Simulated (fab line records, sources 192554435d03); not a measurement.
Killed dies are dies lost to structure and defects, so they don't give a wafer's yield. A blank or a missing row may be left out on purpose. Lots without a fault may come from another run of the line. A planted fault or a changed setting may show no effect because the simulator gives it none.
Which tool did it? | flow n5_finfet | 7 lots, 21 wafers sampled, at 7 steps of a route of 1938

WHAT THE GAUGES READ, wafer by wafer
N5_BEOL_M4_RC_MEAS_101. Usual: DIBL_N 36.1 mV/V, standard deviation 1.6; DIBL_P 35.8 mV/V, standard deviation 2.1; IOFF_N 0.16 nA/um, standard deviation 0.031; IOFF_P 0.21 nA/um, standard deviation 0.034; ION_N 673 uA/um, standard deviation 12; ION_P 461 uA/um, standard deviation 7.2; SS_N 71.4 mV/dec, standard deviation 0.59; SS_P 73.3 mV/dec, standard deviation 0.63; VT_N 250 mV, standard deviation 3.1; VT_P -250 mV, standard deviation 3.3.
lot  | measured     | on        | DIBL_N (mV/V)  | DIBL_P (mV/V)  | IOFF_N (nA/um) | IOFF_P (nA/um) | ION_N (uA/um) | ION_P (uA/um) | SS_N (mV/dec)  | SS_P (mV/dec)  | VT_N (mV)   | VT_P (mV)      | flag
L941 | day 8 07:15  | prober-02 | 36.1 36.0 36.9 | 36.1 35.6 36.0 | 0.17 0.16 0.17 | 0.21 0.21 0.21 | 676 670 689   | 463 457 465   | 71.7 71.8 71.4 | 73.4 73.3 74.3 | 248 249 247 | -253 -250 -252 |
L947 | day 9 18:20  | prober-01 | 35.0 33.3 35.1 | 35.2 31.9 35.1 | 0.14 0.10 0.14 | 0.18 0.14 0.18 | 666 649 662   | 455 445 452   | 71.4 70.9 70.7 | 72.9 72.0 73.5 | 251 261 252 | -255 -256 -255 |
L948 | day 9 23:34  | prober-01 | 37.0           | 35.9           | 0.17           | 0.24           | 683           | 471           | 72.0           | 73.2           | 247         | -245           |
L960 | day 12 20:27 | prober-01 | 34.9 34.4 35.2 | 34.4 33.1 34.6 | 0.14 0.12 0.13 | 0.20 0.17 0.20 | 658 654 660   | 457 450 454   | 71.2 70.5 71.1 | 72.8 72.2 73.1 | 252 254 251 | -249 -253 -250 |
L961 | day 13 07:11 | prober-02 | 35.3 37.0 37.0 | 34.9 37.4 35.8 | 0.15 0.18 0.18 | 0.23 0.26 0.23 | 667 670 675   | 470 470 465   | 71.1 71.5 71.3 | 73.2 73.6 73.6 | 253 247 249 | -247 -247 -247 |
L962 | day 13 12:44 | prober-01 | 36.8 38.2 37.3 | 35.8 38.7 36.1 | 0.18 0.21 0.17 | 0.22 0.29 0.23 | 676 685 675   | 465 469 462   | 71.4 72.2 71.9 | 73.6 74.5 73.7 | 247 244 249 | -247 -246 -249 |
L958 | day 14 08:28 | prober-01 | 36.0 35.1 37.1 | 35.9 33.0 36.0 | 0.17 0.16 0.18 | 0.24 0.19 0.23 | 672 687 669   | 463 470 461   | 71.7 71.0 71.3 | 73.3 72.7 73.4 | 250 248 246 | -246 -250 -248 |

WHICH TOOL RAN EACH LOT (tool, then ch and the chambers of the sampled wafers, then the start)
lot  | N5_MOL_CONTACT_COAG_DESCUM_45      | N5_MOL_CONTACT_COAG_ALD_133       | N5_MOL_CONTACT_COAG_ETCHBACK_136   | N5_MOL_CONTACT_COAG_ETCH_124       | N5_MOL_CONTACT_COAG_ETCH_48        | N5_MOL_CONTACT_COAG_STRIP_72
L941 | rie_diel-02 ch 1,2,3, day 5 06:58  | ald_sin-01 ch 0,2,3, day 5 07:05  | rie_diel-01 ch 0,1,2, day 5 07:25  | rie_diel-01 ch 0,1,2, day 5 07:29  | rie_diel-01 ch 0,1,2, day 5 07:31  | rie_diel-01 ch 0,1,2, day 5 07:35
L947 | rie_diel-01 ch 0,1, day 6 18:29    | ald_sin-03 ch 2,3, day 6 18:37    | rie_diel-01 ch 2,3, day 6 18:55    | rie_diel-01 ch 2,3, day 6 18:59    | rie_diel-01 ch 2,3, day 6 19:01    | rie_diel-01 ch 2,3, day 6 19:04
L948 | rie_diel-02 ch 0,2,3, day 6 23:10  | ald_sin-04 ch 0,1,3, day 6 23:21  | rie_diel-01 ch 0,1,3, day 6 23:39  | rie_diel-01 ch 0,1,3, day 6 23:43  | rie_diel-01 ch 0,1,3, day 6 23:45  | rie_diel-01 ch 0,1,3, day 6 23:49
L960 | rie_diel-04 ch 1,2,3, day 10 00:31 | ald_sin-01 ch 0,2,3, day 10 00:55 | rie_diel-04 ch 0,1,3, day 10 01:13 | rie_diel-04 ch 0,1,3, day 10 01:17 | rie_diel-04 ch 0,1,3, day 10 01:19 | rie_diel-04 ch 0,1,3, day 10 01:23
L961 | rie_diel-04 ch 2,3, day 10 03:56   | ald_sin-01 ch 1,2,3, day 10 04:53 | rie_diel-01 ch 2,3, day 10 05:11   | rie_diel-01 ch 2,3, day 10 05:15   | rie_diel-01 ch 2,3, day 10 05:17   | rie_diel-01 ch 2,3, day 10 05:20
L962 | rie_diel-02 ch 0,1,2, day 10 08:29 | ald_sin-04 ch 0,1, day 10 08:37   | rie_diel-01 ch 1,3, day 10 08:55   | rie_diel-01 ch 1,3, day 10 08:59   | rie_diel-01 ch 1,3, day 10 09:01   | rie_diel-01 ch 1,3, day 10 09:04
L958 | rie_diel-04 ch 0,2,3, day 10 23:14 | ald_sin-03 ch 2,3, day 10 23:22   | rie_diel-01 ch 0,2,3, day 10 23:40 | rie_diel-01 ch 0,2,3, day 10 23:44 | rie_diel-01 ch 0,2,3, day 10 23:46 | rie_diel-01 ch 0,2,3, day 10 23:49
- N5_MOL_CONTACT_COAG_DESCUM_45: chemistry O2, time 7 s.
- N5_MOL_CONTACT_COAG_ALD_133: deposits SiO2, target thk 5 nm, pulse time 1 s, co reactant pulse time 1 s.
- N5_MOL_CONTACT_COAG_ETCHBACK_136: etches SiO2 in CHF3, target depth 25 nm, time 16.7 s.
- N5_MOL_CONTACT_COAG_ETCH_124: etches SiNx in CH3F/O2, stops on SiOC, target depth 6.5 nm.
- N5_MOL_CONTACT_COAG_ETCH_48: etches SiOC in C4F6/O2, target depth 15 nm, overetch 4.5 nm, time 17 s.
- N5_MOL_CONTACT_COAG_STRIP_72: strips in N2/H2.

WHAT THE TOOLS THEMSELVES READ (means of the sampled wafers that have a number; where no wafer has one, the mark that the record gives instead)
N5_MOL_CONTACT_COAG_DESCUM_45. Usual: bias_power_w 20.00 W, standard deviation 0.054; drypump_motor_current_A 5.8 A, standard deviation 0.45; oes_product_au 0.79 a.u., standard deviation 0.079; rf_fwd_power_W 49.30 W, standard deviation 0.24; rf_vpp_V 243.4 V, standard deviation 1; showerhead_plenum_p_Torr 2.11 Torr, standard deviation 0.047; temp_c 40.00 C, standard deviation 0.089; throttle_valve_pct 20.46 %, standard deviation 0.24.
lot  | tool        | bias_power_w (W) | drypump_motor_current_A (A) | oes_product_au (a.u.) | rf_fwd_power_W (W) | rf_vpp_V (V) | showerhead_plenum_p_Torr (Torr) | temp_c (C) | throttle_valve_pct (%) | flag
L941 | rie_diel-02 | 19.99            | 5.9                         | 0.77                  | 49.41              | 243.1        | 2.13                            | 39.90      | 20.54                  |
L947 | rie_diel-01 | 20.04            | 6.0                         | 0.80                  | 49.48              | 242.3        | 2.04                            | 39.99      | 20.34                  |
L948 | rie_diel-02 | 20.01            | 6.0                         | 0.80                  | 49.47              | 243.3        | 2.14                            | 39.98      | 20.49                  |
L960 | rie_diel-04 | 19.98            | 5.7                         | 0.86                  | 49.30              | 243.7        | 2.11                            | 40.01      | 20.41                  |
L961 | rie_diel-04 | 19.96            | 5.7                         | 0.91                  | 49.24              | 243.3        | 2.13                            | 40.01      | 20.42                  |
L962 | rie_diel-02 | 20.02            | 6.2                         | 0.79                  | 49.42              | 243.2        | 2.13                            | 39.97      | 20.61                  |
L958 | rie_diel-04 | 20.04            | 5.6                         | 0.80                  | 49.24              | 243.5        | 2.10                            | 39.99      | 20.35                  |

N5_MOL_CONTACT_COAG_ALD_133. Usual: heater_power_w 81 W, standard deviation 6.6; precursor_pulse_height_rel 1.001, standard deviation 0.019.
lot  | tool       | heater_power_w (W) | precursor_pulse_height_rel | flag
L941 | ald_sin-01 | 86                 | 0.997                      |
L947 | ald_sin-03 | 77                 | 1.005                      |
L948 | ald_sin-04 | 81                 | 1.007                      |
L960 | ald_sin-01 | 88                 | 0.984                      |
L961 | ald_sin-01 | 83                 | 1.001                      |
L962 | ald_sin-04 | 75                 | 0.995                      |
L958 | ald_sin-03 | 77                 | 1.020                      |

N5_MOL_CONTACT_COAG_ETCHBACK_136. Usual: drypump_motor_current_A 5.9 A, standard deviation 0.45; oes_product_au 0.76 a.u., standard deviation 0.064; rf_fwd_power_W 598.0 W, standard deviation 2.6; rf_vpp_V 524 V, standard deviation 9.2; showerhead_plenum_p_Torr 2.38 Torr, standard deviation 0.07; throttle_valve_pct 18.81 %, standard deviation 0.21.
lot  | tool        | drypump_motor_current_A (A) | oes_product_au (a.u.) | rf_fwd_power_W (W) | rf_vpp_V (V) | showerhead_plenum_p_Torr (Torr) | throttle_valve_pct (%) | flag
L941 | rie_diel-01 | 5.9                         | 0.81                  | 599.6              | 524          | 2.33                            | 18.66                  |
L947 | rie_diel-01 | 5.9                         | 0.76                  | 598.8              | 527          | 2.35                            | 18.82                  |
L948 | rie_diel-01 | 6.3                         | 0.68                  | 599.8              | 526          | 2.38                            | 18.79                  |
L960 | rie_diel-04 | 5.5                         | 0.83                  | 594.8              | 522          | 2.41                            | 18.86                  |
L961 | rie_diel-01 | 6.3                         | 0.71                  | 598.4              | 529          | 2.39                            | 18.99                  |
L962 | rie_diel-01 | 6.4                         | 0.78                  | 597.1              | 533          | 2.42                            | 18.95                  |
L958 | rie_diel-01 | 6.1                         | 0.72                  | 596.3              | 523          | 2.33                            | 18.83                  |

N5_MOL_CONTACT_COAG_ETCH_124. Usual: O2_flow_sccm 20.00 sccm, standard deviation 0.059; drypump_motor_current_A 5.9 A, standard deviation 0.45; oes_product_au 0.66 a.u., standard deviation 0.051; rf_fwd_power_W 390.5 W, standard deviation 1.4; rf_vpp_V 297 V, standard deviation 5.3; showerhead_plenum_p_Torr 2.00 Torr, standard deviation 0.061; throttle_valve_pct 16.40 %, standard deviation 0.21.
lot  | tool        | O2_flow_sccm (sccm) | drypump_motor_current_A (A) | oes_product_au (a.u.) | rf_fwd_power_W (W) | rf_vpp_V (V) | showerhead_plenum_p_Torr (Torr) | throttle_valve_pct (%) | flag
L941 | rie_diel-01 | 20.04               | 5.9                         | 0.70                  | 391.9              | 298          | 1.96                            | 16.25                  |
L947 | rie_diel-01 | 19.97               | 6.0                         | 0.66                  | 391.4              | 299          | 1.97                            | 16.42                  |
L948 | rie_diel-01 | 20.03               | 6.3                         | 0.46                  | 390.1              | 298          | 2.00                            | 16.39                  | OFF
L960 | rie_diel-04 | 19.95               | 5.5                         | 0.70                  | 388.6              | 297          | 2.02                            | 16.42                  |
L961 | rie_diel-01 | 20.09               | 6.3                         | 0.61                  | 390.9              | 299          | 2.01                            | 16.58                  |
L962 | rie_diel-01 | 19.96               | 6.3                         | 0.66                  | 392.0              | 302          | 2.03                            | 16.54                  |
L958 | rie_diel-01 | 19.96               | 6.1                         | 0.62                  | 390.4              | 297          | 1.95                            | 16.43                  |

N5_MOL_CONTACT_COAG_ETCH_48. Usual: O2_flow_sccm 9.996 sccm, standard deviation 0.028; drypump_motor_current_A 5.9 A, standard deviation 0.45; oes_product_au 0.64 a.u., standard deviation 0.055; rf_fwd_power_W 332.2 W, standard deviation 1.1; rf_vpp_V 1587 V, standard deviation 26; showerhead_plenum_p_Torr 2.84 Torr, standard deviation 0.084; throttle_valve_pct 40.8 %, standard deviation 0.33.
lot  | tool        | O2_flow_sccm (sccm) | drypump_motor_current_A (A) | oes_product_au (a.u.) | rf_fwd_power_W (W) | rf_vpp_V (V) | showerhead_plenum_p_Torr (Torr) | throttle_valve_pct (%) | flag
L941 | rie_diel-01 | 9.967               | 5.9                         | 0.67                  | 332.1              | 1589         | 2.78                            | 40.7                   |
L947 | rie_diel-01 | 9.998               | 5.9                         | 0.63                  | 332.0              | 1597         | 2.80                            | 40.6                   |
L948 | rie_diel-01 | 10.012              | 6.2                         | 0.43                  | 332.7              | 1597         | 2.84                            | 40.7                   | OFF
L960 | rie_diel-04 | 9.970               | 5.5                         | 0.71                  | 331.5              | 1581         | 2.87                            | 41.1                   |
L961 | rie_diel-01 | 9.982               | 6.3                         | 0.60                  | 332.6              | 1604         | 2.85                            | 40.8                   |
L962 | rie_diel-01 | 10.005              | 6.4                         | 0.64                  | 333.5              | 1613         | 2.89                            | 41.0                   |
L958 | rie_diel-01 | 9.970               | 6.1                         | 0.64                  | 332.1              | 1585         | 2.78                            | 40.6                   |

N5_MOL_CONTACT_COAG_STRIP_72. Usual: bias_power_w 6.999 W, standard deviation 0.02; drypump_motor_current_A 5.9 A, standard deviation 0.46; h2_flow_sccm 200.1 sccm, standard deviation 0.57; oes_product_au 0.77 a.u., standard deviation 0.064; rf_vpp_V 59.4 V, standard deviation 2; showerhead_plenum_p_Torr 2.53 Torr, standard deviation 0.065; temp_c 40.01 C, standard deviation 0.11; throttle_valve_pct 23.72 %, standard deviation 0.22.
lot  | tool        | bias_power_w (W) | drypump_motor_current_A (A) | h2_flow_sccm (sccm) | oes_product_au (a.u.) | rf_vpp_V (V) | showerhead_plenum_p_Torr (Torr) | temp_c (C) | throttle_valve_pct (%) | flag
L941 | rie_diel-01 | 7.002            | 5.9                         | 200.6               | 0.82                  | 59.2         | 2.50                            | 39.81      | 23.86                  |
L947 | rie_diel-01 | 7.019            | 5.9                         | 199.7               | 0.75                  | 59.6         | 2.51                            | 40.02      | 23.84                  |
L948 | rie_diel-01 | 6.999            | 6.3                         | 200.1               | 0.78                  | 57.6         | 2.54                            | 39.99      | 23.73                  |
L960 | rie_diel-04 | 7.001            | 5.5                         | 200.5               | 0.83                  | 59.6         | 2.55                            | 39.92      | 23.62                  |
L961 | rie_diel-01 | 6.991            | 6.3                         | 199.8               | 0.71                  | 60.3         | 2.54                            | 40.08      | 23.72                  |
L962 | rie_diel-01 | 6.991            | 6.4                         | 199.5               | 0.78                  | 60.5         | 2.57                            | 40.13      | 23.86                  |
L958 | rie_diel-01 | 7.017            | 6.1                         | 200.2               | 0.72                  | 59.6         | 2.48                            | 39.90      | 23.81                  |

THE ANSWER, worked out from the rows above alone
Rule: a lot is off if the mean of its wafers that have a number lies more than 3 standard deviations from the usual mean. A lot without any number at a reading at which 4 lots or more have one is off too. The other lots that the step has rows for count as sound. The gauges are gone through in route order, then the tools' own readings, and for those a lot's mean is taken as printed above. The first step at which some lot is off is used, and at that step the reading that is off furthest; a lot without a number counts as furthest.
Off: L948, at N5_MOL_CONTACT_COAG_ETCH_124 (oes_product_au).
A tool fits if, at that step or a process step before it, it ran every lot that is off, and no sound lot after the first of them. None of those tried fits.

WHAT THE SIMULATOR HAD PUT IN
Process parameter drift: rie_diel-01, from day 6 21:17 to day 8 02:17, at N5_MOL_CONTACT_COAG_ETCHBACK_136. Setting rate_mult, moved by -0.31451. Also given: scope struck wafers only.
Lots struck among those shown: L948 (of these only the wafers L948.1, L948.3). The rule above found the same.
